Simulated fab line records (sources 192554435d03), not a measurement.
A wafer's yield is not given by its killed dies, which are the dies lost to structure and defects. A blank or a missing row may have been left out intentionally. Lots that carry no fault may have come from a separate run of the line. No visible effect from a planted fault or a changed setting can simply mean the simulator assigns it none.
Chamber matching | flow n5-finfet | N5_BEOL_M11_ETCH_65 on rie-diel-03 has 4 sister chambers
The step etches SiARC in CF4, target depth 39 nm, time 65 s. 8 wafers are shown with their chamber, then 8 later ones without.

WAFERS WITH THEIR CHAMBER
wafer  | chamber | showerhead-plenum-p-Torr (Torr) | throttle-valve-pct (%)
L076.3 | 0       | 2.12                            | 15.90
L076.5 | 1       | 2.06                            | 15.83
L080.2 | 1       | 2.06                            | 15.83
L080.5 | 3       | 2.27                            | 15.27
L087.1 | 0       | 2.11                            | 15.93
L087.2 | 2       | 2.20                            | 15.80
L087.5 | 3       | 2.26                            | 15.32
L089.1 | 2       | 2.20                            | 15.80

WAFERS WITHOUT THEIR CHAMBER
wafer  | showerhead-plenum-p-Torr (Torr) | throttle-valve-pct (%)
L089.3 | 2.05                            | 15.87
L089.4 | 2.11                            | 15.95
L093.1 | 2.11                            | 15.96
L093.3 | 2.26                            | 15.33
L093.4 | 2.20                            | 15.81
L096.1 | 2.11                            | 15.95
L096.4 | 2.20                            | 15.84
L096.5 | 2.20                            | 15.81

WHICH CHAMBER EACH WENT THROUGH
wafer  | from the rows above | in truth
L089.3 | 1                   | 1
L089.4 | 0                   | 0
L093.1 | 0                   | 0
L093.3 | 3                   | 3
L093.4 | 2                   | 2
L096.1 | 0                   | 0
L096.4 | 2                   | 2
L096.5 | 2                   | 2
Placed correctly: 8 of 8. Can't be placed from these rows: 0. Number placed wrongly: 0.
How it was worked out, from the rows above alone: a wafer's distance from a chamber is the root of the sum, over the readings, of the square of ((its reading less the chamber's mean) divided by the reading's scatter). The wafer belongs to the nearest chamber; if the next one is less than 2 further off, it can't be placed. The mean given for a chamber averages the wafers shown for that chamber. How the scatter is found: for the shown wafers, subtract from each reading the mean of its chamber, square and add these, divide the total by (wafers less chambers), then take the root.
